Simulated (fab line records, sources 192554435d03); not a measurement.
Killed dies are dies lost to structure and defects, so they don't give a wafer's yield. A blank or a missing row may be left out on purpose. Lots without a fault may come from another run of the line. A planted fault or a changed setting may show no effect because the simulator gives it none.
Which tool did it? | flow n5_finfet | 8 lots, 24 wafers sampled, at 6 steps of a route of 1938

WHAT THE GAUGES READ, wafer by wafer
N5_BEOL_M0_SAQP_OVL_MEAS_15. Usual: M0_CORE_OVL 0.2 nm, standard deviation 0.78.
lot  | measured     | on         | M0_CORE_OVL (nm) | flag
L923 | day 5 18:28  | overlay-01 | 1.7 0.9 0.6      |
L929 | day 7 03:39  | overlay-02 | -0.5 -0.5 -0.1   |
L931 | day 7 15:57  | overlay-01 | -0.5 -0.8 1.1    |
L932 | day 8 04:34  | overlay-01 | 0.3 -0.3 -0.3    |
L942 | day 10 11:11 | overlay-01 | 11.5 11.7 12.2   | OFF
L943 | day 10 19:08 | overlay-01 | 10.9 12.3 11.2   | OFF
L944 | day 10 23:44 | overlay-01 | 1.7 1.3 0.4      |
L945 | day 11 11:40 | overlay-01 | 0.5 0.6 0.1      |

N5_BEOL_M4_RC_MEAS_101. Usual: DIBL_N 36.5 mV/V, standard deviation 1.9; DIBL_P 36.7 mV/V, standard deviation 2.1; IOFF_N 0.17 nA/um, standard deviation 0.035; IOFF_P 0.22 nA/um, standard deviation 0.042; ION_N 676 uA/um, standard deviation 10; ION_P 462 uA/um, standard deviation 8.1; SS_N 71.5 mV/dec, standard deviation 0.72; SS_P 73.4 mV/dec, standard deviation 0.7; VT_N 249 mV, standard deviation 3.1; VT_P -250 mV, standard deviation 3.9.
lot  | measured     | on        | DIBL_N (mV/V)  | DIBL_P (mV/V)  | IOFF_N (nA/um) | IOFF_P (nA/um) | ION_N (uA/um) | ION_P (uA/um) | SS_N (mV/dec)  | SS_P (mV/dec)  | VT_N (mV)   | VT_P (mV)      | flag
L923 | day 8 12:59  | prober-02 | 38.3 38.4 36.6 | 40.1 40.2 36.9 | 0.21 0.22 0.18 | 0.31 0.31 0.25 | 678 695 681   | 466 481 471   | 72.6 71.9 72.8 | 74.4 74.1 73.3 | 250 245 249 | -246 -244 -246 |
L929 | day 10 11:35 | prober-02 | 38.5 36.0 36.5 | 39.7 35.4 36.6 | 0.21 0.16 0.16 | 0.28 0.20 0.22 | 699 676 683   | 476 465 466   | 71.8 70.9 71.2 | 74.3 72.7 73.5 | 246 249 249 | -244 -248 -249 |
L931 | day 10 14:26 | prober-01 | 36.7 38.7 34.5 | 37.1 39.7 34.2 | 0.16 0.20 0.11 | 0.21 0.26 0.17 | 675 681 657   | 461 468 457   | 72.2 72.9 70.7 | 73.9 74.5 72.2 | 250 247 252 | -251 -246 -253 |
L932 | day 11 12:39 | prober-02 | 38.4 37.8 36.4 | 38.8 37.0 36.2 | 0.21 0.19 0.17 | 0.24 0.21 0.20 | 694 676 681   | 467 456 457   | 71.6 72.2 70.9 | 74.4 74.3 73.6 | 242 245 245 | -249 -253 -250 |
L942 | day 14 08:50 | prober-01 | 34.6 37.0 34.2 | 35.7 39.9 35.9 | 0.15 0.18 0.14 | 0.19 0.25 0.18 | 670 675 670   | 457 459 455   | 71.2 71.9 71.0 | 73.1 74.6 73.3 | 249 247 249 | -254 -252 -256 |
L943 | day 14 04:26 | prober-02 | 35.2 36.2 34.5 | 34.6 36.1 34.0 | 0.12 0.15 0.12 | 0.16 0.17 0.15 | 662 679 659   | 454 458 451   | 71.2 71.1 71.2 | 72.1 73.1 72.1 | 253 247 253 | -255 -254 -256 |
L944 | day 14 12:44 | prober-02 | 36.1 35.7 38.8 | 34.6 35.6 38.9 | 0.13 0.14 0.19 | 0.18 0.19 0.25 | 657 662 676   | 454 455 463   | 71.0 71.3 71.8 | 72.7 73.0 73.1 | 252 252 246 | -253 -253 -247 |
L945 | day 15 12:26 | prober-01 | 35.8 37.7 35.5 | 36.4 38.7 36.3 | 0.18 0.19 0.16 | 0.24 0.26 0.23 | 683 674 682   | 470 460 472   | 71.4 72.8 71.3 | 73.4 73.5 73.2 | 247 246 249 | -247 -248 -247 |

WHICH TOOL RAN EACH LOT (tool, then ch and the chambers of the sampled wafers, then the start)
lot  | N5_MOL_CONTACT_COAG_ETCH_48        | N5_BEOL_M0_SAQP_EXPOSE_11          | N5_BEOL_M0_SAQP_ETCH_83            | N5_BEOL_M0_SAQP_ETCH_84
L923 | rie_diel-01 ch 0,1,3, day 5 11:23  | arfi_scanner-03 ch 0, day 5 18:19  | rie_diel-03 ch 0,3, day 5 18:34    | rie_diel-03 ch 0,3, day 5 18:37
L929 | rie_diel-01 ch 1,2,3, day 6 22:10  | arfi_scanner-01 ch 0, day 7 03:30  | rie_diel-03 ch 0,2,3, day 7 03:47  | rie_diel-03 ch 0,2,3, day 7 03:50
L931 | rie_diel-02 ch 1,3, day 7 09:41    | arfi_scanner-02 ch 0, day 7 15:48  | rie_diel-05 ch 1,3, day 7 16:03    | rie_diel-05 ch 1,3, day 7 16:06
L932 | rie_diel-06 ch 0,1,3, day 7 22:06  | arfi_scanner-02 ch 0, day 8 04:25  | rie_diel-04 ch 2,3, day 8 04:40    | rie_diel-04 ch 2,3, day 8 04:43
L942 | rie_diel-01 ch 0,1,2, day 10 02:34 | arfi_scanner-02 ch 0, day 10 11:02 | rie_diel-04 ch 0,1,2, day 10 12:06 | rie_diel-04 ch 0,1,2, day 10 12:09
L943 | rie_diel-02 ch 0,2,3, day 10 11:17 | arfi_scanner-02 ch 0, day 10 18:59 | rie_diel-04 ch 0,1,3, day 10 19:13 | rie_diel-04 ch 0,1,3, day 10 19:16
L944 | rie_diel-01 ch 1,3, day 10 16:21   | arfi_scanner-03 ch 0, day 10 23:34 | rie_diel-03 ch 0,2, day 10 23:53   | rie_diel-03 ch 0,2, day 10 23:56
L945 | rie_diel-02 ch 1,3, day 11 04:47   | arfi_scanner-03 ch 0, day 11 11:32 | rie_diel-03 ch 1,2,3, day 11 11:46 | rie_diel-03 ch 1,2,3, day 11 11:49
- N5_MOL_CONTACT_COAG_ETCH_48: etches SiOC in C4F6/O2, target depth 15 nm, overetch 4.5 nm, time 17 s.
- N5_BEOL_M0_SAQP_EXPOSE_11: exposes mask M0 CORE, target cd 42 nm.
- N5_BEOL_M0_SAQP_ETCH_83: etches SiARC in CF4, target depth 39 nm, time 65 s.
- N5_BEOL_M0_SAQP_ETCH_84: etches SOC in N2/H2, target depth 100 nm, overetch 20 nm, time 150 s.

WHAT THE TOOLS THEMSELVES READ (means of the sampled wafers that have a number; where no wafer has one, the mark that the record gives instead)
N5_MOL_CONTACT_COAG_ETCH_48. Usual: bias_w 465.0 W, standard deviation 1.4; chamber_pressure_mTorr 10.000 mTorr, standard deviation 0.0085; drypump_motor_current_A 5.5 A, standard deviation 0.31; oes_product_au 0.66 a.u., standard deviation 0.069; rf_vpp_V 1589 V, standard deviation 30; showerhead_plenum_p_Torr 2.86 Torr, standard deviation 0.078; throttle_valve_pct 40.8 %, standard deviation 0.3.
lot  | tool        | bias_w (W) | chamber_pressure_mTorr (mTorr) | drypump_motor_current_A (A) | oes_product_au (a.u.) | rf_vpp_V (V) | showerhead_plenum_p_Torr (Torr) | throttle_valve_pct (%) | flag
L923 | rie_diel-01 | 464.2      | 9.998                          | 5.8                         | 0.73                  | 1610         | 2.88                            | 40.7                   |
L929 | rie_diel-01 | 465.8      | 10.001                         | 5.7                         | 0.69                  | 1596         | 2.86                            | 40.6                   |
L931 | rie_diel-02 | 462.6      | 10.006                         | 5.1                         | 0.67                  | 1613         | 2.91                            | 41.2                   |
L932 | rie_diel-06 | 465.7      | 9.991                          | 5.4                         | 0.70                  | 1572         | 2.83                            | 41.1                   |
L942 | rie_diel-01 | 465.3      | 10.006                         | 5.7                         | 0.68                  | 1595         | 2.87                            | 40.7                   |
L943 | rie_diel-02 | 464.8      | 10.001                         | 5.5                         | 0.62                  | 1606         | 2.79                            | 40.9                   |
L944 | rie_diel-01 | 464.8      | 9.992                          | 5.7                         | 0.62                  | 1608         | 2.84                            | 40.6                   |
L945 | rie_diel-02 | 463.3      | 10.000                         | 5.1                         | 0.61                  | 1612         | 2.90                            | 41.2                   |

N5_BEOL_M0_SAQP_EXPOSE_11. Usual: exposure_dose_mJ_cm2 54.96, standard deviation 0.057.
lot  | tool            | exposure_dose_mJ_cm2 | flag
L923 | arfi_scanner-03 | 54.99                |
L929 | arfi_scanner-01 | 55.02                |
L931 | arfi_scanner-02 | 54.96                |
L932 | arfi_scanner-02 | 54.96                |
L942 | arfi_scanner-02 | 54.97                |
L943 | arfi_scanner-02 | 54.93                |
L944 | arfi_scanner-03 | 54.98                |
L945 | arfi_scanner-03 | 54.93                |

N5_BEOL_M0_SAQP_ETCH_83. Usual: bias_w 35.98 W, standard deviation 0.097; chamber_pressure_mTorr 40.00 mTorr, standard deviation 0.034; drypump_motor_current_A 5.6 A, standard deviation 0.55; etch_rf_on_time_s 65.0 s, standard deviation 1.2; oes_product_au 0.67 a.u., standard deviation 0.075; rf_vpp_V 184.2 V, standard deviation 1.1; showerhead_plenum_p_Torr 2.16 Torr, standard deviation 0.075; throttle_valve_pct 15.73 %, standard deviation 0.22.
lot  | tool        | bias_w (W) | chamber_pressure_mTorr (mTorr) | drypump_motor_current_A (A) | etch_rf_on_time_s (s) | oes_product_au (a.u.) | rf_vpp_V (V) | showerhead_plenum_p_Torr (Torr) | throttle_valve_pct (%) | flag
L923 | rie_diel-03 | 35.86      | 40.01                          | 5.4                         | 65.1                  | 0.65                  | 183.2        | 2.07                            | 15.94                  |
L929 | rie_diel-03 | 35.99      | 39.95                          | 5.8                         | 64.0                  | 0.62                  | 184.0        | 2.13                            | 15.92                  |
L931 | rie_diel-05 | 35.98      | 39.99                          | 6.0                         | 64.1                  | 0.76                  | 183.6        | 2.16                            | 15.45                  |
L932 | rie_diel-04 | 35.98      | 40.03                          | 5.0                         | 64.8                  | 0.62                  | 183.5        | 2.10                            | 15.72                  |
L942 | rie_diel-04 | 35.98      | 40.02                          | 5.1                         | 64.8                  | 0.62                  | 183.4        | 2.14                            | 15.75                  |
L943 | rie_diel-04 | 36.02      | 39.98                          | 5.0                         | 67.1                  | 0.62                  | 184.5        | 2.19                            | 15.76                  |
L944 | rie_diel-03 | 36.05      | 40.02                          | 5.7                         | 62.2                  | 0.79                  | 183.8        | 2.15                            | 15.49                  |
L945 | rie_diel-03 | 36.05      | 40.02                          | 6.2                         | 64.4                  | 0.74                  | 184.1        | 2.15                            | 15.65                  |

N5_BEOL_M0_SAQP_ETCH_84. Usual: bias_w 150.1 W, standard deviation 0.43; chamber_pressure_mTorr 30.000 mTorr, standard deviation 0.029; drypump_motor_current_A 5.6 A, standard deviation 0.55; oes_product_au 0.70 a.u., standard deviation 0.076; rf_vpp_V 524.3 V, standard deviation 2.6; showerhead_plenum_p_Torr 2.55 Torr, standard deviation 0.092; throttle_valve_pct 17.89 %, standard deviation 0.23.
lot  | tool        | bias_w (W) | chamber_pressure_mTorr (mTorr) | drypump_motor_current_A (A) | oes_product_au (a.u.) | rf_vpp_V (V) | showerhead_plenum_p_Torr (Torr) | throttle_valve_pct (%) | flag
L923 | rie_diel-03 | 150.1      | 30.026                         | 5.4                         | 0.67                  | 521.0        | 2.46                            | 18.13                  |
L929 | rie_diel-03 | 150.0      | 29.984                         | 5.8                         | 0.65                  | 523.2        | 2.51                            | 18.06                  |
L931 | rie_diel-05 | 150.3      | 29.964                         | 5.9                         | 0.79                  | 525.1        | 2.54                            | 17.56                  |
L932 | rie_diel-04 | 150.3      | 30.017                         | 5.0                         | 0.65                  | 522.2        | 2.48                            | 17.82                  |
L942 | rie_diel-04 | 150.3      | 29.991                         | 5.1                         | 0.65                  | 523.3        | 2.53                            | 17.90                  |
L943 | rie_diel-04 | 150.0      | 30.005                         | 5.0                         | 0.66                  | 526.3        | 2.60                            | 17.95                  |
L944 | rie_diel-03 | 150.0      | 30.033                         | 5.7                         | 0.80                  | 524.2        | 2.54                            | 17.64                  |
L945 | rie_diel-03 | 149.9      | 29.994                         | 6.2                         | 0.76                  | 524.2        | 2.53                            | 17.76                  |

THE ANSWER, worked out from the rows above alone
Rule: a lot is off if the mean of its wafers that have a number lies more than 3 standard deviations from the usual mean. A lot without any number at a reading at which 4 lots or more have one is off too. The other lots that the step has rows for count as sound. The gauges are gone through in route order, then the tools' own readings, and for those a lot's mean is taken as printed above. The first step at which some lot is off is used, and at that step the reading that is off furthest; a lot without a number counts as furthest.
Off: L942, L943, at N5_BEOL_M0_SAQP_OVL_MEAS_15 (M0_CORE_OVL).
A tool fits if, at a process step before that reading, it ran every lot that is off, and no sound lot after the first of them. The gauges at N5_BEOL_M0_SAQP_OVL_MEAS_15 are tried like those tools. One fits: arfi_scanner-02 at N5_BEOL_M0_SAQP_EXPOSE_11. Its last sound lot is L932 (day 8 04:25), its first lot that is off L942 (day 10 11:02): a fault that began between those two fits.

WHAT THE SIMULATOR HAD PUT IN
Scanner matching overlay: arfi_scanner-02, from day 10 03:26 on, at N5_BEOL_M0_SAQP_EXPOSE_11. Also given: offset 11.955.
Lots struck among those shown: L942, L943. The rule above found the same.
